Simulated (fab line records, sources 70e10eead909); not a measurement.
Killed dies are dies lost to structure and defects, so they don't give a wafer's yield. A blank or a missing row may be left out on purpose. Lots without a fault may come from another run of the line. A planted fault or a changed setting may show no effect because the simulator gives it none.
Which tool did it? | flow nand_harc | 10 lots, 30 wafers sampled, at 2 steps of a route of 1159

WHAT THE GAUGES READ, wafer by wafer
NHARC_A_CONTACT_CD_MEAS_53.
lot  | measured     | on        | cd_nm (nm)
L078 | day 16 22:31 | cd_sem-02 | 191.1 191.1 190.7
L079 | day 17 07:01 | cd_sem-02 | 189.3 188.6 188.3
L080 | day 17 17:14 | cd_sem-01 | 192.1 190.5 191.1
L084 | day 18 18:27 | cd_sem-01 | 190.8 191.9 191.1
L083 | day 19 00:22 | cd_sem-03 | 189.8 190.2 190.1
L085 | day 19 14:06 | cd_sem-01 | 189.6 190.2 189.5
L088 | day 19 18:37 | cd_sem-03 | 190.2 189.9 190.4
L090 | day 20 04:14 | cd_sem-03 | 188.0 188.2 187.9
L094 | day 21 02:16 | cd_sem-01 | 189.5 190.4 189.4
L096 | day 21 14:05 | cd_sem-01 | 188.0 186.8 187.6

WHICH TOOL RAN EACH LOT (tool, then ch and the chambers of the sampled wafers, then the start)
lot  | NHARC_A_CONTACT_ETCH_96
L078 | rie_diel-08 ch 0,1,3, day 16 22:31 or earlier
L079 | rie_diel-12 ch 0,1,3, day 17 06:56
L080 | rie_diel-05 ch 1,2,3, day 17 17:14 or earlier
L084 | rie_diel-05 ch 0,1,3, day 18 18:27 or earlier
L083 | rie_diel-08 ch 0,2,3, day 19 00:22 or earlier
L085 | rie_diel-08 ch 0,3, day 19 14:06 or earlier
L088 | rie_diel-08 ch 0,1,3, day 19 18:37 or earlier
L090 | rie_diel-12 ch 0,1,3, day 20 04:14 or earlier
L094 | rie_diel-12 ch 1,2, day 21 02:11
L096 | rie_diel-12 ch 0,1,3, day 21 14:05 or earlier
- NHARC_A_CONTACT_ETCH_96: etches the open film in C4F6/O2, target depth 20 nm, time 10 s.

THE ANSWER, worked out from the rows above alone
Rule: what is usual is taken from the lots themselves. Put in order of their means at a reading, lots are off if they are a third of the lots or fewer, leave a main group of 4 or more, and stand apart from it by a gap of 3 or more times the standard deviation of the main group's means; of several such gaps the widest counts. A main group whose means are all the same, to the digits that the tables above print for the reading, isn't used. A lot without any number at a reading at which 4 lots or more have one is off too. The other lots that the step has rows for count as sound.
No lot is off at any reading shown: from this, nothing can be told.

WHAT THE SIMULATOR HAD PUT IN
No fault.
